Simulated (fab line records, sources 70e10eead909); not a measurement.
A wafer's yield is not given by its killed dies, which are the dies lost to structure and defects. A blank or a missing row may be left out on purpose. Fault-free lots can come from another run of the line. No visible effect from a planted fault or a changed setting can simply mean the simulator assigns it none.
fab line records	flow nand_harc
record lots=6	wafers=18	last_day=24
route steps=1159 shown A_SGD_CUT@768 A_SLIT@779 A_SIN_REMOVE@804 A_WL_FILL@809 END@1159
lots with no fault: from the same line, run without faults
start_h: hours from the record's opening day to when the first of the lot's shown wafers began	wait_h: time in hours since the lot's previous step	" identical to the entry in the row above	L1.1+2: a single row standing in for several wafers	- no value, or no start was given	* or withheld: withheld	< > ~ a bound
route shown NAME@n: NAME is a module with steps in the file, n the number in the route of the first one	usual: mean/standard deviation of fault-free wafers	same: alike in all rows	chamber/n: place in a boat	sites: readings site by site	_std_site: their standard deviation	_edge_site: mean of outer sites minus mean of inner sites	radius_mm: for every site, how far away it sits from the centre of the wafer	mask NAME#n: copy n	behind: the most recent tool/chamber to have shaped the wafer	hold: cause of the lot's hold/its duration in hours/its outcome	device: which transistor (n, p or np) failed to switch	end of line: the tests these same wafers got at the end of their route	a step with no rows: only its recipe	killed: dies lost to structure and defects at the first sort, not the wafer's yield	map: dies across one wafer; x = killed, . = not, _ = none there
set.NAME: the setting that was run; set.NAME@STEP: the one run at that earlier step	model.NAME: the simulator's own value behind a step, which no gauge read
lots seen at some steps along the route; tables by step, rows by wafer
services: a tool's chamber out of use, with start hour (start_h, from the record's first day; less than 0 if before it), hours out, and reason
## steps
# step NHARC_A_SGD_CUT_PRECLEAN_18
# recipe time_s=*	temp_c=50	bath_age_min=0	chemistry=SC1
# step NHARC_A_SGD_CUT_SRD_19
# step NHARC_A_SGD_CUT_DEP_20
# recipe target_thk_a=1500	temp_c=65	material=SiO2
# step NHARC_A_SGD_CUT_ANNEAL_27
# recipe temp_c=450	time_s=1800
# step NHARC_A_SGD_CUT_CMP_21
# recipe target_thk_nm=148.19
# step NHARC_A_SGD_CUT_THK_MEAS_22
# recipe thk_meas_gauge=ellipsometry
# usual thk_nm=147.7/1.4
lot.wafer	tool	chamber	start_h	wait_h	thk_nm
L267.1	film_metro-02	-	314.32	0.2	147.9
L267.2	"	-	"	"	147.3
L267.6	"	-	"	"	148.0
L271.2	film_metro-02	-	346.04	0.2	143.4
L271.4	"	-	"	"	147.5
L271.6	"	-	"	"	147.2
L278.2	film_metro-01	-	394.24	0.2	147.3
L278.4	"	-	"	"	149.2
L278.6	"	-	"	"	147.9
L282.1	film_metro-01	-	418.33	0.2	149.9
L282.3	"	-	"	"	148.4
L282.5	"	-	"	"	146.5
L289.3	film_metro-01	-	440.48	0.2	147.4
L289.4	"	-	"	"	145.8
L289.6	"	-	"	"	146.9
L288.1	film_metro-01	-	444.55	0.2	150.4
L288.2	"	-	"	"	145.9
L288.6	"	-	"	"	147.2
# step NHARC_A_SGD_CUT_SRD_23
# step NHARC_A_SGD_CUT_ETCH_26
# recipe target_depth_a=458	chemistry=dHF	material=SiO2
# step NHARC_A_SGD_CUT_ETCHBACK_24
# recipe target_depth_a=500	over_etch_frac=0.3	time_s=92.857	ion_energy_ev=120	ch3f_flow_sccm=50	o2_flow_sccm=30	ar_flow_sccm=200	rf_w=500	bias_w=100	chemistry=CH3F/O2
# step NHARC_A_SGD_CUT_STRIP_28
# recipe time_s=20	o2_flow_sccm=500	ar_flow_sccm=0	bias_w=0	chemistry=O2
# usual drypump_motor_current_A=5.5/0.4	oes_product_au=1.001/0.0093	rf_vpp_V=57.9/0.89	showerhead_plenum_p_Torr=3.54/0.15	throttle_valve_pct=17.037/0.0085
lot.wafer	tool	chamber	start_h	wait_h	drypump_motor_current_A	oes_product_au	rf_hours_counter_h	rf_vpp_V	showerhead_plenum_p_Torr	throttle_valve_pct
L267.2	rie_diel-07	0	-	-	6.3	0.993	8	57.3	3.67	17.026
L267.1	"	2	"	"	5.4	1.005	6	57.3	3.43	17.047
L267.6	"	0	"	"	6.3	0.999	-	58.0	3.67	17.038
L271.4	rie_diel-11	0	-	-	6.6	0.982	14	58.0	3.34	17.041
L271.2	"	1	"	"	5.7	0.995	14	59.2	3.55	17.036
L271.6	"	3	"	"	5.8	0.978	-	57.7	3.59	17.052
L278.2	rie_diel-11	0	394.64	0.1	6.6	0.992	2	57.0	3.34	17.026
L278.6	"	3	"	"	5.8	0.982	-	58.7	3.58	17.038
L278.4	"	0	"	"	6.6	0.999	-	57.1	3.34	17.053
L282.3	rie_diel-10	1	-	-	5.4	0.992	4	58.9	3.77	17.049
L282.1	"	3	"	"	5.6	1.019	6	56.9	3.41	17.020
L282.5	"	2	"	"	5.4	1.002	-	58.1	3.39	17.031
L289.3	rie_diel-10	3	-	-	5.6	0.996	8	58.4	3.41	17.023
L289.4	"	0	"	"	5.2	1.004	8	60.4	3.75	17.045
L289.6	"	0	"	"	5.2	1.001	-	59.6	3.75	17.043
L288.2	rie_diel-10	2	-	-	5.4	1.002	7	57.0	3.39	17.034
L288.1	"	3	"	"	5.6	1.004	9	56.6	3.41	17.047
L288.6	"	1	"	"	5.4	1.003	-	58.8	3.76	17.044
# step NHARC_A_SGD_CUT_INSPECT_25
# usual raw_defect_count=335/95
lot.wafer	tool	chamber	start_h	wait_h	raw_defect_count
L267.1	defect_inspect-01	-	314.78	-	673
L267.2	"	-	"	"	308
L267.6	"	-	"	"	386
L271.2	defect_inspect-02	-	346.51	-	576
L271.4	"	-	"	"	344
L271.6	"	-	"	"	300
L278.2	defect_inspect-01	-	394.75	-	333
L278.4	"	-	"	"	249
L278.6	"	-	"	"	299
L282.1	defect_inspect-01	-	418.84	-	471
L282.3	"	-	"	"	450
L282.5	"	-	"	"	398
L289.3	defect_inspect-02	-	440.95	-	310
L289.4	"	-	"	"	300
L289.6	"	-	"	"	314
L288.1	defect_inspect-02	-	445.02	-	295
L288.2	"	-	"	"	308
L288.6	"	-	"	"	331
# step NHARC_A_SLIT_DEP_25
# recipe target_thk_a=2000	temp_c=400	pressure_torr=6.5	rf_w=900	teos_flow_sccm=161.4	flow_sccm=2650	target_thk_nm=200	gas=O2	material=SiO2
# usual flow_sccm=2649/8.4	heater_power_w=572/88	rf_fwd_power_W=898.0/2.7	throttle_valve_pct=16.0/0.42
lot.wafer	tool	chamber	start_h	wait_h	flow_sccm	heater_power_w	rf_fwd_power_W	throttle_valve_pct
L267.1	pecvd-01	1	314.89	0.1	2651	629	896.7	16.3
L267.2	"	2	"	"	2642	588	896.1	15.7
L267.6	"	0	"	"	2651	683	897.8	15.9
L271.2	pecvd-04	1	346.57	0.1	2651	678	898.8	16.3
L271.6	"	1	"	"	2652	699	897.6	16.4
L271.4	"	2	"	"	2636	501	897.2	16.5
L278.2	pecvd-02	1	395.00	0.3	2649	521	903.8	15.1
L278.6	"	2	"	"	2632	585	901.0	16.1
L278.4	"	0	"	"	2657	438	892.7	15.8
L282.3	pecvd-04	0	418.90	0.1	2642	668	901.9	15.5
L282.1	"	1	"	"	2656	548	896.6	16.5
L282.5	"	2	"	"	2652	578	900.5	16.7
L289.3	pecvd-02	1	441.01	0.1	2647	529	892.3	15.0
L289.6	"	1	"	"	2648	543	897.8	15.1
L289.4	"	0	"	"	2656	444	899.3	15.7
L288.2	pecvd-01	0	445.08	0.1	2644	572	901.9	15.4
L288.1	"	1	"	"	2638	603	895.3	15.8
L288.6	"	2	"	"	2635	458	899.3	16.0
# step NHARC_A_SLIT_DEP_00
# recipe target_thk_a=32000	temp_c=400	material=aC
# usual throttle_valve_pct=35.000/0.0091
lot.wafer	tool	chamber	start_h	wait_h	throttle_valve_pct
L267.1	acl_dep-01	0	315.51	-	34.998
L267.2	"	0	"	"	35.010
L267.6	"	0	317.15	-	35.003
L271.2	acl_dep-01	0	347.23	-	35.012
L271.4	"	0	"	"	35.001
L271.6	"	0	"	"	34.997
L278.2	acl_dep-01	0	395.67	-	35.004
L278.4	"	0	"	"	34.990
L278.6	"	0	"	"	34.993
L282.1	acl_dep-01	0	419.24	-	35.007
L282.3	"	0	"	"	35.011
L282.5	"	0	"	"	34.996
L289.3	acl_dep-03	0	442.01	-	35.016
L289.4	"	0	"	"	35.010
L289.6	"	0	"	"	34.990
L288.1	acl_dep-03	0	445.67	-	34.999
L288.2	"	0	"	"	35.003
L288.6	"	0	447.30	-	34.998
# step NHARC_A_SLIT_DEP_23
# recipe target_thk_a=1000	target_thk_nm=100	temp_c=400	pressure_torr=3.5	flow_sccm=200	rf_w=350	material=SiON
# step NHARC_A_SLIT_DEHYDRATE_01
# recipe temp_c=150	time_s=120
# step NHARC_A_SLIT_HMDS_02
# recipe time_s=30
# step NHARC_A_SLIT_COAT_03
# recipe spin_rpm=1500	resist_thk_nm=90
# step NHARC_A_SLIT_SOFTBAKE_04
# recipe temp_c=105	time_s=55
# step NHARC_A_SLIT_EBR_05
# step NHARC_A_SLIT_EXPOSE_06
# recipe na=1.35	dose_mj=60.82	mask_id=SLIT
# step NHARC_A_SLIT_PEB_07
# recipe peb_temp_c=100	peb_time_s=65
# step NHARC_A_SLIT_DEVELOP_08
# recipe develop_time_s=35	dev_temp_c=23
# step NHARC_A_SLIT_CD_MEAS_09
# recipe target_cd_nm=300	landing_energy_ev=500
# usual cd_nm=299.9/0.61
lot.wafer	tool	chamber	start_h	wait_h	cd_nm
L267.1	cd_sem-03	0	318.19	-	300.9
L267.2	"	0	"	"	300.1
L267.6	"	0	"	"	300.6
L271.2	cd_sem-02	0	349.55	-	300.1
L271.4	"	0	"	"	300.0
L271.6	"	0	"	"	301.1
L278.2	cd_sem-03	0	398.06	-	299.2
L278.4	"	0	"	"	299.1
L278.6	"	0	"	"	299.1
L282.1	cd_sem-01	0	421.78	-	300.9
L282.3	"	0	"	"	300.2
L282.5	"	0	"	"	300.1
L289.3	cd_sem-03	0	444.03	-	299.1
L289.4	"	0	"	"	299.5
L289.6	"	0	"	"	299.2
L288.1	cd_sem-03	0	448.32	-	299.9
L288.2	"	0	"	"	299.6
L288.6	"	0	"	"	300.0
# step NHARC_A_SLIT_OVL_MEAS_10
# usual overlay_x_nm=-0.2/0.83	overlay_y_nm=0.1/0.92
lot.wafer	tool	chamber	start_h	wait_h	overlay_x_nm	overlay_y_nm
L267.1	overlay-02	-	318.28	-	-0.5	1.9
L267.2	"	-	"	"	-0.4	2.5
L267.6	"	-	"	"	-0.2	1.8
L271.2	overlay-01	-	349.63	-	0.1	1.4
L271.4	"	-	"	"	0.3	1.1
L271.6	"	-	"	"	0.3	1.2
L278.2	overlay-01	-	398.15	-	1.6	0.4
L278.4	"	-	"	"	1.0	0.7
L278.6	"	-	"	"	1.1	1.1
L282.1	overlay-02	-	421.87	-	-1.3	-0.6
L282.3	"	-	"	"	-1.5	-0.6
L282.5	"	-	"	"	-1.6	-0.6
L289.3	overlay-02	-	444.12	-	-0.7	-0.3
L289.4	"	-	"	"	-0.5	-0.2
L289.6	"	-	"	"	-0.2	0.2
L288.1	overlay-02	-	448.41	-	-0.9	1.3
L288.2	"	-	"	"	-1.1	1.8
L288.6	"	-	"	"	-0.8	1.2
# step NHARC_A_SLIT_INSPECT_11
# usual raw_defect_count=22/9.6
lot.wafer	tool	chamber	start_h	wait_h	raw_defect_count
L267.1	defect_inspect-01	-	318.32	0.0	15
L267.2	"	-	"	"	29
L267.6	"	-	"	"	22
L271.2	defect_inspect-02	-	349.67	0.0	11
L271.4	"	-	"	"	15
L271.6	"	-	"	"	8
L278.2	defect_inspect-01	-	398.18	0.0	444
L278.4	"	-	"	"	467
L278.6	"	-	"	"	478
L282.1	defect_inspect-02	-	421.91	0.0	457
L282.3	"	-	"	"	474
L282.5	"	-	"	"	493
L289.3	defect_inspect-01	-	444.15	0.0	42
L289.4	"	-	"	"	35
L289.6	"	-	"	"	41
L288.1	defect_inspect-01	-	448.45	0.0	18
L288.2	"	-	"	"	11
L288.6	"	-	"	"	17
# step NHARC_A_SLIT_DESCUM_14
# recipe time_s=3	o2_flow_sccm=200	ar_flow_sccm=0	bias_power_w=0	chemistry=O2
# usual drypump_motor_current_A=5.71/0.29	oes_product_au=0.999/0.01	rf_vpp_V=57.8/1	showerhead_plenum_p_Torr=1.92/0.082	throttle_valve_pct=11.310/0.0087
lot.wafer	tool	chamber	start_h	wait_h	drypump_motor_current_A	oes_product_au	rf_hours_counter_h	rf_vpp_V	showerhead_plenum_p_Torr	throttle_valve_pct
L267.2	rie_diel-12	1	318.39	0.1	5.15	0.988	8	57.9	2.06	11.294
L267.1	"	2	"	"	5.59	1.009	9	59.4	1.97	11.311
L267.6	"	1	"	"	5.13	0.990	-	57.7	2.06	11.317
L271.2	rie_diel-04	3	349.73	0.1	5.37	0.998	2	57.0	1.81	11.325
L271.4	"	2	"	"	5.57	1.009	2	57.8	1.85	11.310
L271.6	"	0	"	"	5.76	1.009	-	57.6	1.87	11.299
L278.4	rie_diel-09	3	398.24	0.1	5.92	0.985	7	57.0	2.01	11.313
L278.2	"	2	"	"	6.19	0.994	10	57.5	1.84	11.317
L278.6	"	0	"	"	5.54	0.989	-	59.2	1.96	11.320
L282.3	rie_diel-09	1	421.97	0.1	5.74	1.006	10	56.8	1.87	11.324
L282.1	"	0	"	"	5.52	0.990	9	58.6	1.96	11.311
L282.5	"	2	"	"	6.20	0.994	-	58.1	1.84	11.307
L289.4	rie_diel-09	0	444.21	0.1	5.53	0.988	0	58.4	1.96	11.318
L289.3	"	3	"	"	5.92	0.985	0	58.9	2.00	11.311
L289.6	"	1	"	"	5.73	0.999	-	56.6	1.87	11.311
L288.2	rie_diel-04	0	448.52	0.1	5.72	1.001	9	56.2	1.86	11.309
L288.1	"	1	"	"	6.14	1.008	11	58.8	1.92	11.312
L288.6	"	0	"	"	5.76	1.002	-	57.8	1.86	11.314
# step NHARC_A_SLIT_ETCH_24
# recipe target_depth_a=1210	time_s=60.5	cf4_flow_sccm=100	chf3_flow_sccm=30	ar_flow_sccm=0	rf_w=500	bias_w=200	chemistry=CF4/CHF3
# step NHARC_A_SLIT_ETCH_15
# recipe target_depth_a=32000	over_etch_frac=0.3	time_s=832	ion_energy_ev=150	o2_flow_sccm=400	cos_flow_sccm=20	ar_flow_sccm=0	rf_w=500	bias_w=300	chemistry=O2/COS
# step NHARC_A_SLIT_ETCH_17
# recipe bias_v=900	source_w=withheld	pressure_mtorr=20	ar_flow_sccm=375	c4f8_flow_sccm=83.3	o2_flow_sccm=41.7	time_s=1687.5	target_depth_a=1.01e+05	chemistry=C4F8/O2/Ar
# step NHARC_A_SLIT_ETCH_26
# recipe bias_v=400	source_w=2000	pressure_mtorr=25	time_s=90	ar_flow_sccm=375	c4f8_flow_sccm=41.7	o2_flow_sccm=83.3	target_depth_a=4000	chemistry=C4F8/O2/Ar
# step NHARC_A_SLIT_STRIP_28
# recipe o2_flow_sccm=400	cos_flow_sccm=20	ar_flow_sccm=0	bias_w=0	chemistry=O2/COS
# step NHARC_A_SLIT_ETCH_29
# recipe target_depth_a=1000	overetch_a=100	time_s=55	ion_energy_ev=100	cf4_flow_sccm=80	o2_flow_sccm=20	ar_flow_sccm=0	rf_w=300	bias_w=100	chemistry=CF4/O2
# usual drypump_motor_current_A=5.68/0.29	oes_product_au=0.997/0.011	rf_fwd_power_W=296.2/1.5	rf_vpp_V=198.2/1.5	showerhead_plenum_p_Torr=1.35/0.059	throttle_valve_pct=13.397/0.009
lot.wafer	tool	chamber	start_h	wait_h	drypump_motor_current_A	oes_product_au	rf_fwd_power_W	rf_hours_counter_h	rf_vpp_V	showerhead_plenum_p_Torr	throttle_valve_pct
L267.1	rie_diel-12	3	322.60	0.1	5.93	0.979	293.3	8	199.3	1.43	13.388
L267.2	"	2	"	"	5.58	0.996	295.4	9	199.0	1.38	13.389
L267.6	"	3	"	"	5.93	0.966	293.4	-	198.4	1.42	13.407
L271.2	rie_diel-12	0	352.59	0.1	5.71	1.001	296.4	11	197.0	1.30	13.410
L271.4	"	3	"	"	5.94	0.990	295.4	12	198.6	1.42	13.399
L271.6	"	0	"	"	5.72	1.000	297.2	-	198.1	1.30	13.387
L278.2	rie_diel-09	2	404.35	0.1	6.17	0.998	296.5	10	196.5	1.28	13.387
L278.6	"	0	"	"	5.57	0.997	296.3	-	199.3	1.37	13.398
L278.4	"	3	"	"	5.91	0.998	295.7	-	200.1	1.40	13.393
L282.3	rie_diel-12	2	425.01	0.1	5.55	0.994	295.5	4	198.8	1.37	13.394
L282.1	"	3	"	"	5.96	0.999	295.2	4	199.1	1.42	13.385
L282.5	"	3	"	"	5.95	1.004	294.0	-	199.5	1.42	13.410
L289.4	rie_diel-12	0	449.39	0.1	5.71	1.023	297.2	6	196.5	1.29	13.386
L289.3	"	1	"	"	5.15	0.989	297.3	7	199.4	1.43	13.388
L289.6	"	3	"	"	5.94	0.993	294.7	-	200.0	1.42	13.387
L288.2	rie_diel-12	0	451.38	0.1	5.69	1.029	297.2	6	197.2	1.29	13.405
L288.1	"	3	"	"	5.95	0.985	295.5	6	199.4	1.42	13.394
L288.6	"	0	"	"	5.69	1.018	295.6	-	197.5	1.29	13.395
# step NHARC_A_SLIT_STRIP_18
# recipe o2_flow_sccm=500	ar_flow_sccm=0	bias_w=0	chemistry=O2
# usual drypump_motor_current_A=5.7/0.3	oes_product_au=0.999/0.011	rf_vpp_V=57.8/0.93	showerhead_plenum_p_Torr=3.57/0.14	throttle_valve_pct=17.038/0.0099
lot.wafer	tool	chamber	start_h	wait_h	drypump_motor_current_A	oes_product_au	rf_hours_counter_h	rf_vpp_V	showerhead_plenum_p_Torr	throttle_valve_pct
L267.2	rie_diel-12	1	-	-	5.2	0.992	9	57.8	3.78	17.054
L267.1	"	3	"	"	6.0	0.975	9	58.8	3.75	17.067
L267.6	"	2	"	"	5.6	1.014	-	57.9	3.63	17.032
L271.4	rie_diel-12	1	-	-	5.2	0.999	12	58.1	3.78	17.031
L271.2	"	3	"	"	6.0	0.992	12	59.9	3.75	17.043
L271.6	"	2	"	"	5.6	1.012	-	59.3	3.63	17.056
L278.2	rie_diel-09	0	-	-	5.6	0.998	9	57.9	3.61	17.040
L278.6	"	2	"	"	6.2	1.008	-	59.1	3.39	17.049
L278.4	"	3	"	"	5.9	0.996	-	58.0	3.69	17.046
L282.1	rie_diel-12	1	-	-	5.1	0.986	4	57.7	3.77	17.046
L282.3	"	3	"	"	6.0	0.986	4	57.2	3.75	17.031
L282.5	"	1	"	"	5.2	0.986	-	59.1	3.77	17.039
L289.3	rie_diel-12	0	-	-	5.7	1.016	6	57.7	3.42	17.034
L289.4	"	2	"	"	5.6	0.995	6	58.2	3.62	17.042
L289.6	"	1	"	"	5.2	0.994	-	58.6	3.77	17.034
L288.1	rie_diel-12	2	-	-	5.6	1.001	6	57.0	3.62	17.041
L288.2	"	3	"	"	6.0	0.990	6	58.7	3.75	17.035
L288.6	"	0	"	"	5.7	1.020	-	58.1	3.42	17.031
# step NHARC_A_SLIT_PRECLEAN_19
# recipe time_s=*	temp_c=50	bath_age_min=0	chemistry=SC1
# step NHARC_A_SLIT_SRD_20
# step NHARC_A_SLIT_CD_MEAS_21
# usual cd_nm=289.6/0.9
lot.wafer	tool	chamber	start_h	wait_h	cd_nm
L267.1	cd_sem-02	-	323.17	0.1	290.3
L267.2	"	-	"	"	290.1
L267.6	"	-	"	"	291.2
L271.2	cd_sem-01	-	353.13	-	289.8
L271.4	"	-	"	"	289.8
L271.6	"	-	"	"	289.6
L278.2	cd_sem-03	-	405.13	-	290.3
L278.4	"	-	"	"	289.2
L278.6	"	-	"	"	290.0
L282.1	cd_sem-01	-	425.55	-	289.8
L282.3	"	-	"	"	289.6
L282.5	"	-	"	"	290.0
L289.3	cd_sem-03	-	449.92	-	288.8
L289.4	"	-	"	"	289.9
L289.6	"	-	"	"	289.6
L288.1	cd_sem-03	-	451.91	-	290.0
L288.2	"	-	"	"	289.8
L288.6	"	-	"	"	289.4
# step NHARC_A_SIN_REMOVE_WET_00
# recipe temp_c=160	time_s=15300	chemistry=H3PO4
# step NHARC_A_SIN_REMOVE_PRECLEAN_01
# recipe time_s=*	temp_c=50	bath_age_min=0	chemistry=SC1
# step NHARC_A_SIN_REMOVE_SRD_02
# step NHARC_A_SIN_REMOVE_INSPECT_04
# usual raw_defect_count=328/99
lot.wafer	tool	chamber	start_h	wait_h	raw_defect_count
L267.1	defect_inspect-02	-	329.14	0.0	554
L267.2	"	-	"	"	234
L267.6	"	-	"	"	302
L271.2	defect_inspect-01	-	360.81	0.0	695
L271.4	"	-	"	"	415
L271.6	"	-	"	"	326
L278.2	defect_inspect-01	-	410.77	0.0	721
L278.4	"	-	"	"	723
L278.6	"	-	"	"	740
L282.1	defect_inspect-02	-	433.22	0.0	888
L282.3	"	-	"	"	853
L282.5	"	-	"	"	776
L289.3	defect_inspect-02	-	463.70	0.0	201
L289.4	"	-	"	"	276
L289.6	"	-	"	"	244
L288.1	defect_inspect-02	-	463.71	0.0	304
L288.2	"	-	"	"	336
L288.6	"	-	"	"	360
# step NHARC_A_WL_FILL_ALD_00
# recipe target_thk_a=30	pulse_time_s=3	ald_cycles=30	temp_c=300	material=Al2O3
# step NHARC_END_SORT_01
# recipe temp_c=25
# usual killed_at_array=27/11	killed_at_other=0.6/0.89	killed_at_periphery=3.0/2.4	killed_dies=31/12	killed_open=3.2/1.6	killed_short=2.0/1.5
# same gross_dies=677
lot.wafer	tool	chamber	start_h	wait_h	killed_at_array	killed_at_other	killed_at_periphery	killed_dies	killed_open	killed_short
L278.2	prober-01	0	525.41	2.8	70	0	4	74	2	1
L278.4	prober-01	0	527.03	3.4	75	0	0	75	4	3
L278.6	prober-01	0	528.64	4.0	79	1	0	80	2	1
L282.1	prober-01	0	547.66	2.5	96	0	0	96	4	2
L282.3	prober-01	0	549.27	3.1	91	0	2	93	2	2
L282.5	prober-01	0	550.87	3.7	107	0	2	109	1	1
# killed by level:class
L278.2 A_SLIT:unspecified=56 A_CONTACT:chamber_film_flake=7 A_CHANNEL_HOLE_D1:chamber_film_flake=4 P_ZERO_WELL:chamber_film_flake=2 A_SOURCE_PLATE:geometric_particle:open=1 A_ONON_D1:geometric_particle:short=1 A_CONTACT:geometric_particle:open=1 P_GATE:chamber_film_flake=1
L278.4 A_SLIT:unspecified=53 A_CONTACT:chamber_film_flake=8 A_CHANNEL_HOLE_D1:chamber_film_flake=3 A_SOURCE_PLATE:geometric_particle:open=2 A_WL_FILL:chamber_film_flake=2 A_CHANNEL_FILL_D1:geometric_particle:short=1 A_SGD_CUT:geometric_particle:short=1 A_SLIT:geometric_particle:open=1
L278.6 A_SLIT:unspecified=59 A_CHANNEL_HOLE_D1:chamber_film_flake=14 A_CONTACT:chamber_film_flake=4 A_CONTACT:geometric_particle:open=1 A_M1:geometric_particle:open=1 STARTING-WAFER:geometric_particle:short=1
L282.1 A_SLIT:unspecified=60 A_SLIT:chamber_film_flake=19 A_CONTACT:chamber_film_flake=4 A_CHANNEL_HOLE_D1:chamber_film_flake=3 A_CONTACT:geometric_particle:open=2 A_ZERO_WELL:chamber_film_flake=2 A_STAIRCASE:chamber_film_flake=2 A_SOURCE_PLATE:geometric_particle:short=1
L282.3 A_SLIT:unspecified=55 A_SLIT:chamber_film_flake=15 A_CHANNEL_HOLE_D1:chamber_film_flake=6 A_STAIRCASE:chamber_film_flake=5 A_CONTACT:chamber_film_flake=5 A_ONON_D1:geometric_particle:open=1 A_ONON_D1:geometric_particle:short=1 A_CONTACT:geometric_particle:open=1
L282.5 A_SLIT:unspecified=55 A_CHANNEL_HOLE_D1:chamber_film_flake=21 A_SLIT:chamber_film_flake=13 A_CHANNEL_FILL_D1:chamber_film_flake=5 A_CONTACT:chamber_film_flake=5 A_STAIRCASE:chamber_film_flake=4 A_WL_FILL:chamber_film_flake=2 A_CONTACT:geometric_particle:short=1
# map L278.6 (x killed, . not)
____________.____________
_________......._________
_______..........._______
______.............______
_____..............._____
____.................____
____.................____
___...................___
___...................___
__.................x...__
__.....................__
_..x..............x.x..._
_.............x........._
_................x..x..._
_................xxx...._
_...................x..._
........x.........x.xx...
.................x.x.....
...x...........x.........
........................x
...xx.x..................
_xxxxx.................._
_xxxxx.................._
_xxxxxx................._
_xxxxxx................._
_xxxxxxx................_
__xxxxx................__
__xxxxxxx..............__
___xxxxx..............___
___xxxx.x.............___
____xx...............____
____xxx..............____
_____.x............._____
______.............______
_______..........._______
_________......._________
____________.____________
# map L282.5 (x killed, . not)
____________.____________
_________......._________
_______..........._______
______.............______
_____..............._____
____.................____
____.................____
___...................___
___..............x....___
__................x....__
__.....................__
_..x............x......._
_.................xx...._
_.............x.xxxx...._
_.x.............xxxxx..._
_...............xxx...x._
.................xx.x....
.................xx.x....
.x...............xxx.....
..x...................x..
....xx...................
_xxxxxx.x..............._
_xxxxxx.....x......x...._
_xxxxxx.x..............._
_xxxxxxx................_
_xxxxxx................._
__xxxxxx.......x.......__
__xxxxxx.........x.....__
___xxxx............x.x___
___xxx...........x..xx___
____xx.............xx____
____x...x.........xxx____
_____.............xx_____
______...........x.______
_______..........x_______
_________......._________
____________.____________
## services
tool	chamber	start_h	hours	kind
rie_diel-09	3	291.43	8.3	repair
acl_dep-01	-	294.08	13.0	pm
rie_diel-11	0	306.13	5.5	repair
pecvd-01	2	307.23	4.8	repair
rie_diel-12	-	307.48	0.6	repair
rie_diel-11	3	308.18	4.2	repair
rie_diel-04	0	322.87	10.2	repair
pecvd-02	-	334.02	13.0	pm
rie_diel-10	3	350.81	9.0	repair
rie_diel-10	-	353.50	9.0	pm
rie_diel-11	-	362.85	1.0	repair
rie_diel-11	-	366.50	9.0	pm
rie_diel-10	1	370.55	4.1	repair
rie_diel-04	0	371.58	8.0	repair
pecvd-04	-	376.00	13.0	pm
rie_diel-12	-	379.43	9.0	pm
rie_diel-11	1	388.87	23.6	repair
rie_diel-11	2	396.24	2.6	repair
rie_diel-09	1	404.20	12.5	repair
pecvd-01	-	405.17	9.2	repair
acl_dep-03	-	405.60	13.0	pm
rie_diel-09	3	405.88	1.5	repair
rie_diel-09	3	421.85	13.1	repair
rie_diel-09	-	431.28	9.0	pm
## key
first_sign step=NHARC_A_SLIT_INSPECT_11	reading=raw_defect_count	direction=up	sigmas=46	usual=22	struck=469
effect step=NHARC_A_SIN_REMOVE_INSPECT_04	reading=raw_defect_count	direction=up	sigmas=4.6	usual=328	struck=784
effect step=NHARC_END_SORT_01	reading=killed_at_array	direction=up	sigmas=5.4	usual=27	struck=86
more_kills_born_at NHARC_A_SLIT_DEP_00@acl_dep-01=338
met_at NHARC_A_SLIT_DEP_00
struck_wafers L278.2,L278.4,L278.6,L282.1,L282.3,L282.5
tester_left_out L278,L282
onset_between 347.23 395.67
fault kind=chamber_particle_source	tool=acl_dep-01	chamber=-	onset_h=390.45	steps=NHARC_A_SLIT_DEP_00	rate_per_visit_cm2=0.65851	end_h=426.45
# tester_left_out: of these lots the tester's yield and bins aren't shown, on N5 and GAA mostly nor the transistor test; their killed dies are dies lost to structure and defects alone, not to doping, threshold or leakage, so they don't give the yield
